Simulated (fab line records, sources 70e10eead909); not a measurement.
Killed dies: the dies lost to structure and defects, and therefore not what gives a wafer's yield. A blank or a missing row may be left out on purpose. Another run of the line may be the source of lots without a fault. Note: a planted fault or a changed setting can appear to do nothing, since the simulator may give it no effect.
Which of the tools did it?	flow nandHarc	24 lots, 72 wafers sampled, at 5 steps of a route of 1302

## WHAT THE GAUGES SHOWED, per wafer
NHARC_P_M1_CD_MEAS_09 targets a cd of 130 nm.
lot	measured	on	cdNm (nm)
L074	day 6 15:32	cdSem-01	129.3 130.1 130.0
L075	day 6 16:47	cdSem-03	130.8 129.5 130.5
L076	day 7 11:10	cdSem-03	129.2 130.3 128.8
L077	day 8 00:28	cdSem-01	130.1 128.8 129.8
L078	day 8 00:09	cdSem-03	130.3 129.6 130.0
L079	day 8 13:00	cdSem-02	130.8 129.2 130.8
L080	day 9 04:24	cdSem-02	130.9 130.8 130.5
L081	day 9 02:17	cdSem-01	129.2 129.7 130.2
L082	day 9 17:48	cdSem-02	129.9 129.0 129.0
L083	day 10 00:41	cdSem-02	131.1 129.4 129.7
L084	day 10 18:36	cdSem-02	130.6 128.9 129.7
L085	day 11 00:56	cdSem-01	129.9 129.1 128.8
L086	day 11 01:31	cdSem-01	129.2 129.1 128.8
L087	day 12 03:38	cdSem-03	129.9 129.8 129.5
L088	day 12 04:34	cdSem-03	130.4 130.1 129.7
L089	day 12 09:01	cdSem-01	130.4 131.3 129.2
L090	day 13 00:38	cdSem-01	129.4 129.9 129.8
L091	day 13 10:38	cdSem-03	129.9 129.8 130.6
L092	day 14 07:37	cdSem-01	129.5 129.3 130.9
L093	day 14 11:51	cdSem-03	130.2 130.3 129.6
L094	day 14 15:23	cdSem-01	130.7 130.8 129.7
L095	day 15 06:31	cdSem-03	128.6 130.5 129.1
L096	day 15 11:08	cdSem-01	129.4 129.8 129.5
L097	day 15 15:25	cdSem-01	130.3 130.9 129.9

NHARC_P_M1_THK_MEAS_24: measures by xrf.
lot	measured	on	thkNm (nm)
L074	day 6 18:08	filmMetro-02	158.8 158.5 160.4
L075	day 6 19:51	filmMetro-01	156.8 159.9 154.9
L076	day 7 13:46	filmMetro-02	159.1 160.4 159.4
L077	day 8 03:33	filmMetro-02	156.6 153.3 155.1
L078	day 8 02:45	filmMetro-02	158.0 158.8 156.7
L079	day 8 15:40	filmMetro-02	159.5 160.5 160.7
L080	day 9 07:04	filmMetro-02	157.0 156.1 155.4
L081	day 9 04:52	filmMetro-01	158.1 160.6 158.8
L082	day 9 20:23	filmMetro-02	159.9 157.9 157.7
L083	day 10 03:19	filmMetro-02	157.5 158.5 159.4
L084	day 10 21:13	filmMetro-01	159.4 157.3 158.1
L085	day 11 03:33	filmMetro-01	157.6 156.4 156.7
L086	day 11 04:10	filmMetro-01	157.4 157.6 156.6
L087	day 12 06:13	filmMetro-01	158.7 158.4 159.0
L088	day 12 07:22	filmMetro-02	158.0 156.9 157.7
L089	day 12 11:55	filmMetro-01	156.1 158.1 161.0
L090	day 13 03:15	filmMetro-02	156.6 160.2 155.9
L091	day 13 13:14	filmMetro-01	160.6 159.9 155.4
L092	day 14 10:13	filmMetro-02	160.0 160.1 157.6
L093	day 14 14:27	filmMetro-02	158.3 157.2 159.2
L094	day 14 17:59	filmMetro-02	154.3 158.3 159.0
L095	day 15 09:07	filmMetro-01	158.4 158.4 160.1
L096	day 15 13:50	filmMetro-02	156.7 157.1 159.4
L097	day 15 18:07	filmMetro-02	157.4 158.3 157.6

NHARC_P_M2_INSPECT_27.
lot	measured	on	rawDefectCount
L074	day 6 22:32	defectInspect-02	404 509 283
L075	day 7 00:01	defectInspect-01	352 317 268
L076	day 7 18:04	defectInspect-02	359 391 260
L077	day 8 07:45	defectInspect-02	480 565 400
L078	day 8 07:05	defectInspect-01	258 310 229
L079	day 8 20:03	defectInspect-02	298 266 444
L080	day 9 11:28	defectInspect-02	271 285 338
L081	day 9 09:13	defectInspect-02	249 175 234
L082	day 10 01:08	defectInspect-01	367 307 310
L083	day 10 07:40	defectInspect-02	178 174 320
L084	day 11 01:31	defectInspect-01	274 522 240
L085	day 11 07:53	defectInspect-02	484 482 497
L086	day 11 08:31	defectInspect-02	194 234 172
L087	day 12 10:43	defectInspect-01	324 362 562
L088	day 12 11:49	defectInspect-02	310 168 367
L089	day 12 16:15	defectInspect-01	286 513 267
L090	day 13 07:31	defectInspect-02	369 272 333
L091	day 13 17:36	defectInspect-02	683 403 369
L092	day 14 14:38	defectInspect-01	170 514 211
L093	day 14 18:47	defectInspect-01	394 257 339
L094	day 14 22:18	defectInspect-01	201 260 285
L095	day 15 13:35	defectInspect-01	576 611 616
L096	day 15 18:01	defectInspect-02	167 247 217
L097	day 15 22:18	defectInspect-01	406 267 427

## WHAT TOOL EACH LOT RAN ON (gives the tool, then ch and the chambers of the sampled wafers, and finally the start)
lot	NHARC_P_ZERO_WELL_ETCH_65	NHARC_P_CONTACT_DEGAS_38
L074	rieDiel-06 ch 2,3, day 1 21:29	pvdSputter-02, day 6 09:12
L075	rieDiel-04 ch 0,2, day 2 07:32	pvdSputter-03, day 6 10:04
L076	rieDiel-06 ch 0,1,3, day 2 17:23	pvdSputter-02, day 7 04:25
L077	rieDiel-01 ch 1,2, day 3 03:35	pvdSputter-01, day 7 17:52
L078	rieDiel-04 ch 0,3, day 3 13:37	pvdSputter-03, day 7 17:43
L079	rieDiel-01 ch 0,2,3, day 4 00:22	pvdSputter-02, day 8 06:35
L080	rieDiel-04 ch 0,1, day 4 09:21	pvdSputter-01, day 8 22:06
L081	rieDiel-04 ch 1,3, day 4 19:29	pvdSputter-01, day 8 19:17
L082	rieDiel-06 ch 0,1,3, day 5 05:22	pvdSputter-02, day 9 11:21
L083	rieDiel-04 ch 1,2,3, day 5 15:29	pvdSputter-01, day 9 17:34
L084	rieDiel-04 ch 0,1,3, day 6 01:29	pvdSputter-03, day 10 11:55
L085	rieDiel-04 ch 1,2, day 6 11:29	pvdSputter-03, day 10 18:34
L086	rieDiel-04 ch 1,3, day 6 21:31	pvdSputter-02, day 10 19:00
L087	rieDiel-04 ch 0,1,2, day 7 07:22	pvdSputter-03, day 11 21:05
L088	rieDiel-04 ch 0,1,2, day 7 17:21	pvdSputter-01, day 11 22:07
L089	rieDiel-04 ch 0,1,2, day 8 03:31	pvdSputter-03, day 12 02:15
L090	rieDiel-01 ch 0,2,3, day 8 13:28	pvdSputter-03, day 12 18:28
L091	rieDiel-06 ch 1,2, day 8 23:22	pvdSputter-01, day 13 04:22
L092	rieDiel-06 ch 0,3, day 9 09:30	pvdSputter-03, day 14 01:08
L093	rieDiel-06 ch 1,2,3, day 9 19:24	pvdSputter-01, day 14 05:16
L094	rieDiel-06 ch 0,2, day 10 05:31	pvdSputter-03, day 14 08:54
L095	rieDiel-01 ch 1,3, day 10 15:31	pvdSputter-01, day 14 23:58
L096	rieDiel-01 ch 0,2,3, day 11 01:29	pvdSputter-01, day 15 04:25
L097	rieDiel-06 ch 0,1,2, day 11 11:22	pvdSputter-02, day 15 08:58
- NHARC_P_ZERO_WELL_ETCH_65: etches the open film in N2/H2, target depth 80 nm, overetch 24 nm, time 87.88 s.
- NHARC_P_CONTACT_DEGAS_38: time 60 s.

## WHAT THE TOOLS THEMSELVES READ (means of the sampled wafers that have a number; where no wafer has one, the mark that the record gives instead)
NHARC_P_ZERO_WELL_ETCH_65.
lot	tool	drypumpMotorCurrentA (A)	oesProductAu (a.u.)	rfVppV (V)	showerheadPlenumPTorr (Torr)	throttleValvePct (%)
L074	rieDiel-06	5.8	0.991	430.9	2.06	14.172
L075	rieDiel-04	5.8	0.992	429.4	1.99	14.165
L076	rieDiel-06	6.2	0.984	431.6	2.06	14.169
L077	rieDiel-01	6.2	0.978	432.1	2.09	14.163
L078	rieDiel-04	5.9	0.992	428.7	1.99	14.168
L079	rieDiel-01	5.3	1.008	429.9	2.00	14.170
L080	rieDiel-04	5.7	0.998	429.1	1.97	14.178
L081	rieDiel-04	5.9	0.994	428.4	1.93	14.171
L082	rieDiel-06	6.2	0.981	430.3	2.05	14.172
L083	rieDiel-04	5.9	0.990	426.4	1.92	14.162
L084	rieDiel-04	5.9	0.998	427.7	1.96	14.178
L085	rieDiel-04	5.8	0.993	427.2	1.92	14.169
L086	rieDiel-04	5.9	0.998	428.3	1.93	14.173
L087	rieDiel-04	5.8	0.994	428.5	1.96	14.176
L088	rieDiel-04	5.8	0.997	428.8	1.95	14.171
L089	rieDiel-04	5.8	1.001	427.7	1.95	14.164
L090	rieDiel-01	5.3	1.003	429.8	1.99	14.165
L091	rieDiel-06	5.8	0.982	429.9	2.00	14.171
L092	rieDiel-06	5.9	0.989	433.2	2.12	14.162
L093	rieDiel-06	6.0	0.996	431.3	2.07	14.175
L094	rieDiel-06	5.5	0.997	428.9	1.97	14.171
L095	rieDiel-01	5.6	0.991	429.9	2.01	14.167
L096	rieDiel-01	5.3	1.000	429.5	1.98	14.170
L097	rieDiel-06	5.9	0.997	431.5	2.07	14.171

NHARC_P_CONTACT_DEGAS_38.
lot	tool	heaterPowerW (W)
L074	pvdSputter-02	467
L075	pvdSputter-03	442
L076	pvdSputter-02	466
L077	pvdSputter-01	470
L078	pvdSputter-03	456
L079	pvdSputter-02	489
L080	pvdSputter-01	434
L081	pvdSputter-01	466
L082	pvdSputter-02	455
L083	pvdSputter-01	441
L084	pvdSputter-03	471
L085	pvdSputter-03	412
L086	pvdSputter-02	447
L087	pvdSputter-03	441
L088	pvdSputter-01	434
L089	pvdSputter-03	424
L090	pvdSputter-03	419
L091	pvdSputter-01	431
L092	pvdSputter-03	436
L093	pvdSputter-01	471
L094	pvdSputter-03	413
L095	pvdSputter-01	437
L096	pvdSputter-01	471
L097	pvdSputter-02	456

## THE ANSWER, worked out from the rows above alone
Rule: the lots themselves supply what counts as usual. Put in order of their means at a reading, lots are off if they are a third of the lots or fewer, leave a main group of 4 or more, and stand apart from it by a gap of 3 or more times the standard deviation of the main group's means; of several such gaps the widest counts. The tables above print the reading to a certain number of digits; a main group whose means all agree to those digits is not used. A lot without any number at a reading at which 4 lots or more have one is off too. Any other lot the step has rows for is counted as sound. First the gauges in route order, then the tools' own readings, where a lot's mean is used as printed above. At the first step where some lot is off, the reading lying furthest off is the one used; lots without a number count as furthest.
None of the lots is off at any reading shown; this tells nothing.

## WHAT WAS PUT IN BY THE SIMULATOR
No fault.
